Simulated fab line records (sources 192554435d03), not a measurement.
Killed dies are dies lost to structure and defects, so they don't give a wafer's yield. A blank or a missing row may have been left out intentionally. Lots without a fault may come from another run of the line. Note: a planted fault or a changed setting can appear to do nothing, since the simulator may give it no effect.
A struck lot beside a sound one + flow n5_finfet + 33 out of 1938 route steps
Sound: wafers L333.4, L333.5, L333.6. Wafers struck: L323.2, L323.4, L323.5. The cause is given at the end.
For every step that has rows: the tool of each side, followed by ch and its chambers, followed by its first start. Under that, the readings that differ: sound wafers + struck wafers + difference of the means + sigmas: that difference in standard deviations of wafers without a fault.
alike: same words and numbers on both sides, and readings whose means sit less than 2 such deviations apart. not compared: any withheld reading, any reading some wafer has no value for, any bound like >300 that may hide the same value, and any number with overlapping values for which the record gives no deviation.
Wherever a step has rows on one side only, a row that says differs or no value, or a row with sigmas, the two part there. Numbers that don't overlap but have no deviation are shown without sigmas and don't part them. A reading that every wafer of one side lacks parts them only if that side has two wafers or more.

first, 2 steps without rows for these wafers: N5_BEOL_M7_ECD_50 (material Cu, target thk 300 nm); N5_BEOL_M7_ANNEAL_51 (time 90 s).
N5_BEOL_M7_CMP_52: polishes, stops on SiCOH lowk, t overpolish 6.9 s, target thk 80 nm.
  sound on cmp-01 ch 0,1, day 13 23:41; struck on cmp-04 ch 1,2,3, day 11 04:19
| reading                      | sound          | struck         | difference | sigmas |
|------------------------------|----------------|----------------|------------|--------|
| barrier_field_endpoint_s (s) | 28.5 27.8 28.6 | 29.3 30.3 29.7 | +1.5       | +2     |
| time_to_endpoint_s (s)       | 60 56 58       | 67 70 66       | +10        | +3     |
  alike: motor_current_A, overpolish_run_s
N5_BEOL_M7_THK_MEAS_53: measures by xrf.
  struck on film_metro-01, day 11 04:37; sound on film_metro-02, day 13 23:57
  alike: M7_THK
then, 1 step without rows for these wafers: N5_BEOL_M7_PRE_CLEAN_55 (time 15 s).
N5_BEOL_M7_DEP_56: deposits SiCN from 3MS/NH3, target thk 10 nm, time 17.5 s.
  sound on pecvd-01 ch 0,1,2, day 14 00:02; struck on pecvd-04 ch 0,2, day 11 04:41
  alike: chamber_pressure_Torr, rf_fwd_power_W, showerhead_plenum_p_Torr, showerhead_vpp_V, throttle_valve_pct
N5_BEOL_M7_RS_MEAS_57: a four-point-probe measurement.
  struck on film_metro-02, day 11 04:46; sound on film_metro-01, day 14 00:05
  alike: M7_RS
N5_BEOL_M7_INSPECT_58: inspects for defects (darkfield).
  struck on defect_inspect-01, day 11 04:48; sound on defect_inspect-02, day 14 00:07
  alike: raw_defect_count
then, 2 steps without rows for these wafers: N5_BEOL_M8_ILD_DEP_00 (deposits SiCOH lowk from DEMS/porogen, target thk 179.75 nm, time 33.4 s); N5_BEOL_M8_CURE_74 (cures SiCOH lowk, time 240 s).
N5_BEOL_M8_THK_MEAS_01:
  struck on film_metro-02, day 11 05:26; sound on film_metro-02, day 14 00:43
  alike: M8_ILD_THK
N5_BEOL_M8_PECVD_70: deposits SiO2 from TEOS/O2, target thk 20 nm, time 22.7 s.
  sound on pecvd-01 ch 0,1,2, day 14 00:47; struck on pecvd-01 ch 0,1, day 11 05:28
  alike: heater_power_w, showerhead_plenum_p_Torr, showerhead_vpp_V, throttle_valve_pct
N5_BEOL_M8_HM_DEP_02: deposits TiN, target thk 20 nm.
  struck on pvd_sputter-02, day 11 06:52; sound on pvd_sputter-01, day 14 01:20
  no value came back on the struck wafers for chamber_pressure_pa (Pa), substrate_temp_c (C), throttle_valve_pct (%); on the sound wafers chamber_pressure_pa (Pa) reads 0.5013 0.4996 0.5012
then, 8 steps without rows for these wafers: N5_BEOL_M8_COAT_59 (time 60 s, resist thk 100 nm); N5_BEOL_M8_COAT_60 (time 60 s, resist thk 35 nm); N5_BEOL_M8_COAT_05 (resist thk 90 nm); N5_BEOL_M8_EBR_07; N5_BEOL_M8_SOFTBAKE_06 (time 60 s); N5_BEOL_M8_EXPOSE_08 (exposes mask M8); N5_BEOL_M8_PEB_09 (peb time 60 s); N5_BEOL_M8_DEVELOP_10 (develop time 30 s).
N5_BEOL_M8_CD_MEAS_11: the cd target is 38.5 nm.
  sound on cd_sem-02 ch 0, day 14 01:50; struck on cd_sem-02 ch 0, day 11 07:22
  alike: cd_nm
N5_BEOL_M8_OVL_MEAS_12:
  sound on overlay-01 ch 0, day 14 01:52; struck on overlay-02 ch 0, day 11 07:23
  alike: M8_OVL
N5_BEOL_M8_INSPECT_13: inspects for defects (brightfield).
  struck on defect_inspect-02, day 11 07:25; sound on defect_inspect-02, day 14 01:54
  alike: raw_defect_count
N5_BEOL_M8_DESCUM_16: chemistry O2, time 7.9 s.
  sound on rie_diel-01 ch 2,3, day 14 01:56; struck on rie_diel-01 ch 0,3, day 11 07:26
  alike: drypump_motor_current_A, o2_flow_sccm, oes_product_au, rf_vpp_V, showerhead_plenum_p_Torr, throttle_valve_pct
  not compared: rf_hours_counter_h
then, 4 steps without rows for these wafers: N5_BEOL_M8_ETCH_61 (etches SiARC in CF4, target depth 45.5 nm, time 75.8 s); N5_BEOL_M8_ETCH_62 (etches SOC in N2/H2, target depth 110 nm, overetch 22 nm, time 165 s); N5_BEOL_M8_STRIP_68 (strips in N2/H2); N5_BEOL_M8_STRIP_67 (strips in CF4).
N5_BEOL_M8_HM_OPEN_17: chemistry Cl2/BCl3, target TiN, target depth 20 nm, overetch 6 nm.
  sound on rie_metal-01 ch 0,1, day 14 02:14; struck on rie_metal-03 ch 0,1, day 11 07:43
| reading                  | sound             | struck            | difference | sigmas |
|--------------------------|-------------------|-------------------|------------|--------|
| oes_product_au (a.u.)    | 0.61 0.62 0.67    | 0.26 0.25 0.31    | -0.36      | -6     |
| throttle_valve_pct (%)   | 21.97 21.95 22.09 | 22.69 22.69 22.70 | +0.69      | +7     |
| model.etch.depth_nm (nm) | 20.03 20.16 20.07 | 0 0 0             | -20        |        |
  alike: bias_w, drypump_motor_current_A, mfc_cl2_sccm
  not compared: rf_hours_counter_h
N5_BEOL_M8_STRIP_19: strips in O2.
  sound on rie_diel-01 ch 0,1,2, day 14 02:19; struck on rie_diel-05 ch 0,3, day 11 07:52
  alike: drypump_motor_current_A, o2_flow_sccm, oes_product_au, rf_vpp_V, showerhead_plenum_p_Torr, throttle_valve_pct
  not compared: rf_hours_counter_h
N5_BEOL_M8_CD_MEAS_18: pitch 80 nm, target cd 40 nm.
  struck on cd_sem-03, day 11 07:56; sound on cd_sem-03, day 14 02:23
| reading    | sound          | struck | difference                    | sigmas |
|------------|----------------|--------|-------------------------------|--------|
| cd_nm (nm) | 40.7 40.2 40.5 | - - -  | no value on the struck wafers |        |
then, 1 step without rows for these wafers: N5_BEOL_M8_COAT_63 (time 60 s, resist thk 60 nm).

WHERE THEY PART
Last at N5_BEOL_M8_CD_MEAS_18 as far as this record goes, first at N5_BEOL_M7_CMP_52.

WHY: what had been put in by the simulator
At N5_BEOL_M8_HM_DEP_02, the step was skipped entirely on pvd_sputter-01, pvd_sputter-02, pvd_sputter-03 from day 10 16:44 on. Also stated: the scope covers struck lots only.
